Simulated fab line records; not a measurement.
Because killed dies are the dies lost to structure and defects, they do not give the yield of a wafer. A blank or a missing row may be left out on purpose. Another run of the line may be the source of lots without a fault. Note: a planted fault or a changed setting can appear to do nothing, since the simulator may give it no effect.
Which tool did it?	flow n5-finfet	29 wafers from 10 lots sampled at 5 of the route's 1938 steps

WHAT EACH GAUGE READ, for each wafer
N5_BEOL_M2_CD_MEAS_18: pitch 36 nm, target cd 18 nm.
lot	measured	on	cd-nm (nm)
L246	day 6 23:14	cd-sem-02	18.1 18.7 18.8
L248	day 7 04:50	cd-sem-02	18.5 18.0 18.0
L250	day 7 18:32	cd-sem-01	18.9 18.7 19.0
L251	day 7 23:38	cd-sem-03	19.3 19.6 19.4
L253	day 8 12:47	cd-sem-03	19.3 18.9 19.4
L262	day 11 02:59	cd-sem-02	17.9 18.3
L264	day 11 11:22	cd-sem-03	18.3 18.1 18.1
L265	day 11 11:24	cd-sem-01	17.9 17.5 17.7
L266	day 12 04:01	cd-sem-01	17.8 17.8 18.1
L268	day 12 11:26	cd-sem-03	18.0 18.4 18.2

EACH LOT AND THE TOOL THAT RAN IT (in order: tool; ch and the chambers of the sampled wafers; start)
lot	N5_BEOL_M1_SPUTTER_96	N5_BEOL_M1_PRE_CLEAN_60	N5_BEOL_M2_PECVD_72	N5_BEOL_M2_ETCH_64
L246	pvd-sputter-03, day 6 19:26	cvd-co-01 ch 0,2, day 6 20:16	pecvd-04 ch 0,1,2, day 6 20:43	rie-diel-02 ch 1,3, day 6 22:46
L248	pvd-sputter-01, day 7 00:51	cvd-co-02 ch 0,1,2, day 7 01:41	pecvd-04 ch 0,2, day 7 02:04	rie-diel-01 ch 1,3, day 7 04:26
L250	pvd-sputter-03, day 7 15:50	cvd-co-01 ch 0,2, day 7 16:40	pecvd-03 ch 0,2, day 7 17:04	rie-diel-01 ch 0,1,3, day 7 18:06
L251	pvd-sputter-02, day 7 19:05	cvd-co-01 ch 0,1,2, day 7 19:55	pecvd-03 ch 0,1,2, day 7 20:19	rie-diel-01 ch 0,1, day 7 23:17
L253	pvd-sputter-03, day 8 10:20	cvd-co-02 ch 1,2, day 8 11:09	pecvd-03 ch 0,1,2, day 8 11:32	rie-diel-01 ch 1,2,3, day 8 12:26
L262	pvd-sputter-02, day 10 22:55	cvd-co-01 ch 0,1, day 10 23:44	pecvd-04 ch 0,1, day 11 00:08	rie-diel-02 ch 0,1, day 11 02:35
L264	pvd-sputter-03, day 11 04:38	cvd-co-01 ch 0,1,2, day 11 05:28	pecvd-01 ch 0,1,2, day 11 05:51	rie-diel-04 ch 1,2,3, day 11 10:50
L265	pvd-sputter-01, day 11 04:55	cvd-co-02 ch 0,1,2, day 11 05:46	pecvd-03 ch 0,1,2, day 11 06:10	rie-diel-01 ch 0,1,3, day 11 10:56
L266	pvd-sputter-03, day 12 00:37	cvd-co-02 ch 0,1,2, day 12 01:30	pecvd-01 ch 0,1,2, day 12 01:54	rie-diel-01 ch 1,3, day 12 03:40
L268	pvd-sputter-01, day 12 06:45	cvd-co-02 ch 0,2, day 12 07:34	pecvd-01 ch 0,1,2, day 12 07:58	rie-diel-04 ch 0,1,3, day 12 11:05
- N5_BEOL_M1_SPUTTER_96: material Cu, target thk 4.5 nm, time 8.29 s.
- N5_BEOL_M1_PRE_CLEAN_60: time 15 s.
- N5_BEOL_M2_PECVD_72: deposits SiO2 from TEOS/O2, target thk 16 nm, time 18 s.
- N5_BEOL_M2_ETCH_64: etches SOC in N2/H2, target depth 75 nm, overetch 22.5 nm, time 121.9 s.

THE ANSWER, worked out from the rows above alone
Rule: usual is defined by the lots themselves. The widest of any qualifying gaps counts: lots, ordered by their means at a reading, are off when they make up no more than a third of the lots, leave a main group of 4 or more, and stand apart from it by 3 or more times the standard deviation of that group's means. Not used: any main group whose means are identical at the precision the tables above print for the reading. Also off: a lot with no number at a reading for which 4 or more lots have one. Where the step has rows for the other lots, those lots are counted as sound.
Across all readings shown, no lot is off: no conclusion can be drawn from this.

WHAT WAS PUT IN BY THE SIMULATOR
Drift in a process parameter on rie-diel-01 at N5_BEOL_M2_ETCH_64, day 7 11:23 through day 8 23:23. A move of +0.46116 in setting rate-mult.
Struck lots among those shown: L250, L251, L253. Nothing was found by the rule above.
